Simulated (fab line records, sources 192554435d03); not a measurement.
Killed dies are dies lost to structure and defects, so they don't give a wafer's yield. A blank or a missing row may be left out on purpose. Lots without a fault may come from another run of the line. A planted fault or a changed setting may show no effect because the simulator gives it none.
Split-lot experiment | flow n5_finfet | 7 lots, 39 wafers read, on a route of 1938 steps

THE SPLIT
At N5_PASSIVATION_PASS_ETCH_47 (etches SiNx in CF4/O2, target depth 770 nm, time 385 s), the setting time_s was moved away from the recipe's 385 s on 12 of the 39 wafers read, by -29.8% to +53.8%. The other wafers ran this setting at the recipe's value.

The reading is taken at the split's own step.

THE READING
etch.depth_nm (the simulator's own value, which no gauge read), in nm, at N5_PASSIVATION_PASS_ETCH_47 (etches SiNx in CF4/O2, target depth 770 nm, time 385 s). The file gives no usual value for it. The 27 wafers here that ran the recipe average 775.6 nm, standard deviation 12 nm.

wafer  | tool, chamber at the split | time_s as run, s | against the recipe | etch.depth_nm, nm | against lot-mates on the recipe
L076.1 | rie_diel-02, 1             | 270.1            | -29.8%             | 543.7             | -221.1
L076.2 | rie_diel-02, 2             | 270.1            | -29.8%             | 541.5             | -223.3
L076.3 | rie_diel-02, 3             | 385              | recipe             | 769.6             | -
L076.4 | rie_diel-02, 0             | 385              | recipe             | 757.7             | -
L076.5 | rie_diel-02, 3             | 385              | recipe             | 767.1             | -
L076.6 | rie_diel-02, 0             | 270.1            | -29.8%             | 528.1             | -236.7
L078.1 | rie_diel-02, 3             | 491.7            | +27.7%             | 974.4             | +212.7
L078.2 | rie_diel-02, 0             | 491.7            | +27.7%             | 963.4             | +201.7
L078.3 | rie_diel-02, 2             | 385              | recipe             | 762.6             | -
L078.4 | rie_diel-02, 1             | 385              | recipe             | 762               | -
L078.5 | rie_diel-02, 3             | 491.7            | +27.7%             | 979.3             | +217.6
L078.6 | rie_diel-02, 2             | 385              | recipe             | 760.4             | -
L084.1 | rie_diel-04, 1             | 385              | recipe             | 783               | -
L084.2 | rie_diel-04, 0             | 385              | recipe             | 775.8             | -
L084.6 | rie_diel-04, 1             | 385              | recipe             | 785.5             | -
L087.1 | rie_diel-04, 2             | 385              | recipe             | 808.8             | -
L087.2 | rie_diel-04, 0             | 385              | recipe             | 773.8             | -
L087.3 | rie_diel-04, 1             | 385              | recipe             | 789.8             | -
L087.4 | rie_diel-04, 0             | 385              | recipe             | 778.2             | -
L087.5 | rie_diel-04, 1             | 385              | recipe             | 782.5             | -
L087.6 | rie_diel-04, 2             | 385              | recipe             | 802.1             | -
L093.1 | rie_diel-05, 0             | 502.5            | +30.5%             | 1005              | +230.5
L093.2 | rie_diel-05, 2             | 385              | recipe             | 773.1             | -
L093.3 | rie_diel-05, 3             | 502.5            | +30.5%             | 996.6             | +222.1
L093.4 | rie_diel-05, 1             | 385              | recipe             | 776.6             | -
L093.5 | rie_diel-05, 2             | 385              | recipe             | 773.7             | -
L093.6 | rie_diel-05, 3             | 502.5            | +30.5%             | 1013              | +238.5
L097.1 | rie_diel-05, 2             | 592              | +53.8%             | 1208              | +431.7
L097.2 | rie_diel-05, 0             | 385              | recipe             | 783.8             | -
L097.3 | rie_diel-05, 3             | 385              | recipe             | 766.3             | -
L097.4 | rie_diel-05, 1             | 385              | recipe             | 778.7             | -
L097.5 | rie_diel-05, 3             | 592              | +53.8%             | 1197              | +420.7
L097.6 | rie_diel-05, 0             | 592              | +53.8%             | 1201              | +424.7
L096.1 | rie_diel-05, 3             | 385              | recipe             | 766.1             | -
L096.2 | rie_diel-05, 2             | 385              | recipe             | 769.7             | -
L096.3 | rie_diel-05, 0             | 385              | recipe             | 778.9             | -
L096.4 | rie_diel-05, 1             | 385              | recipe             | 778.4             | -
L096.5 | rie_diel-05, 3             | 385              | recipe             | 761.6             | -
L096.6 | rie_diel-05, 0             | 385              | recipe             | 775               | -

THE FIT
A straight line over all 39 wafers: etch.depth_nm changes by +7.78 nm for each +1% of time_s; r = +1.00; the points scatter about the line by 12 nm.
The same after taking each lot's own level away (the mean of its wafers on the recipe; 39 wafers): +7.76 nm for each +1%; r = +1.00; scatter 8.1 nm.
On that fit, the largest move of time_s shifts the reading by 4.2e+02 nm.
The lots' own levels span 761.67 to 789.20 nm, that is 2.3 times the standard deviation above.
So the lot-to-lot level changes the slope little: the two slopes agree.
Check: with one of the wafers moved furthest among these (+53.8%) left out of the fit, the line predicts +414 nm for it against its lot-mates. It came out at +432 nm against them.

OTHER SPLITS ON THESE WAFERS
These wafers also went through other splits before the reading. Each is held against what the fit with the lots' levels taken away leaves over:
other split on the same wafers    | wafers away from the commonest value | r with etch.depth_nm (lot level and that fit taken away)
N5_BEOL_M15_TRENCH_ETCH_34 time_s | 15                                   | +0.17

THE FILE'S OWN FIT
etch.depth_nm changes by +7.76 nm for each +1% of time_s, r = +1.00.
